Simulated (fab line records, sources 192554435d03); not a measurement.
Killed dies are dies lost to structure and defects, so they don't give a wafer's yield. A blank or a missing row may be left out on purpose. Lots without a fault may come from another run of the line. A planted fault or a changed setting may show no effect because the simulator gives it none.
Chamber matching | flow n5_finfet | N5_HKMG_FIN_ETCH_58 on rie_diel-01: 4 sister chambers
The step etches SOC in N2/H2, target depth 215.8 nm, time 741 s. 24 wafers are shown with their chamber, then 12 later ones without.

WAFERS WITH THEIR CHAMBER
wafer  | chamber | drypump_motor_current_A (A) | throttle_valve_pct (%) | oes_product_au (a.u.)
L075.1 | 0       | 5.42                        | 17.75                  | 0.68
L075.5 | 2       | 5.95                        | 17.91                  | 0.91
L075.6 | 1       | 5.12                        | 17.76                  | 0.92
L076.1 | 0       | 5.44                        | 17.75                  | 0.68
L076.4 | 1       | 5.11                        | 17.76                  | 0.91
L076.5 | 1       | 5.12                        | 17.77                  | 0.92
L077.1 | 2       | 5.93                        | 17.95                  | 0.89
L077.2 | 3       | 5.40                        | 17.51                  | 0.77
L077.5 | 1       | 5.12                        | 17.76                  | 0.91
L078.1 | 3       | 5.40                        | 17.53                  | 0.76
L078.2 | 0       | 5.46                        | 17.76                  | 0.68
L078.4 | 2       | 5.93                        | 17.94                  | 0.89
L083.2 | 2       | 5.92                        | 17.97                  | 0.86
L083.5 | 3       | 5.46                        | 17.53                  | 0.75
L083.6 | 0       | 5.46                        | 17.79                  | 0.67
L086.2 | 2       | 5.93                        | 17.98                  | 0.86
L086.3 | 1       | 5.12                        | 17.80                  | 0.88
L086.6 | 1       | 5.12                        | 17.80                  | 0.88
L091.2 | 3       | 5.44                        | 17.55                  | 0.75
L091.4 | 2       | 5.95                        | 18.00                  | 0.85
L091.6 | 1       | 5.11                        | 17.82                  | 0.86
L092.2 | 1       | 5.12                        | 17.83                  | 0.86
L092.3 | 2       | 5.95                        | 18.01                  | 0.85
L092.6 | 2       | 5.95                        | 17.98                  | 0.85

SIGNATURES (means of the wafers above)
reading                 | chamber 0 | chamber 1 | chamber 2 | chamber 3 | scatter within a chamber
drypump_motor_current_A | 5.4450    | 5.1175    | 5.9387    | 5.4250    | 0.0159
throttle_valve_pct      | 17.7625   | 17.7875   | 17.9675   | 17.5300   | 0.0275
oes_product_au          | 0.6775    | 0.8925    | 0.8700    | 0.7575    | 0.0209
Rule: a wafer's distance from a chamber is the root of the sum, over the readings, of the square of ((its reading less the chamber's mean) divided by the reading's scatter). The wafer belongs to the nearest chamber; if the next one is less than 2 further off, it can't be placed. The scatter: the root of (the sum of the squares of (reading less its chamber's mean) over the shown wafers, divided by (wafers less chambers)).

WAFERS WITHOUT THEIR CHAMBER
wafer  | drypump_motor_current_A (A) | throttle_valve_pct (%) | oes_product_au (a.u.)
L093.1 | 5.44                        | 17.56                  | 0.74
L093.2 | 5.48                        | 17.46                  | 1.00
L093.5 | 5.48                        | 17.46                  | 1.01
L094.1 | 5.52                        | 17.47                  | 1.01
L094.4 | 5.41                        | 17.55                  | 0.74
L094.6 | 5.41                        | 17.56                  | 0.73
L096.1 | 5.12                        | 17.87                  | 0.84
L096.4 | 5.41                        | 17.57                  | 0.72
L096.5 | 5.41                        | 17.58                  | 0.73
L097.3 | 5.42                        | 17.59                  | 0.73
L097.4 | 5.94                        | 18.01                  | 0.83
L097.5 | 5.12                        | 17.85                  | 0.84

WHICH CHAMBER EACH WENT THROUGH
wafer  | from the rows above | in truth
L093.1 | 3                   | 3
L093.2 | 3                   | 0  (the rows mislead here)
L093.5 | 3                   | 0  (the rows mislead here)
L094.1 | 3                   | 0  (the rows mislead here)
L094.4 | 3                   | 3
L094.6 | 3                   | 3
L096.1 | 1                   | 1
L096.4 | 3                   | 3
L096.5 | 3                   | 3
L097.3 | 3                   | 3
L097.4 | 2                   | 2
L097.5 | 1                   | 1
Placed correctly: 9 of 12. Can't be placed from these rows: 0. Placed wrongly: 3.
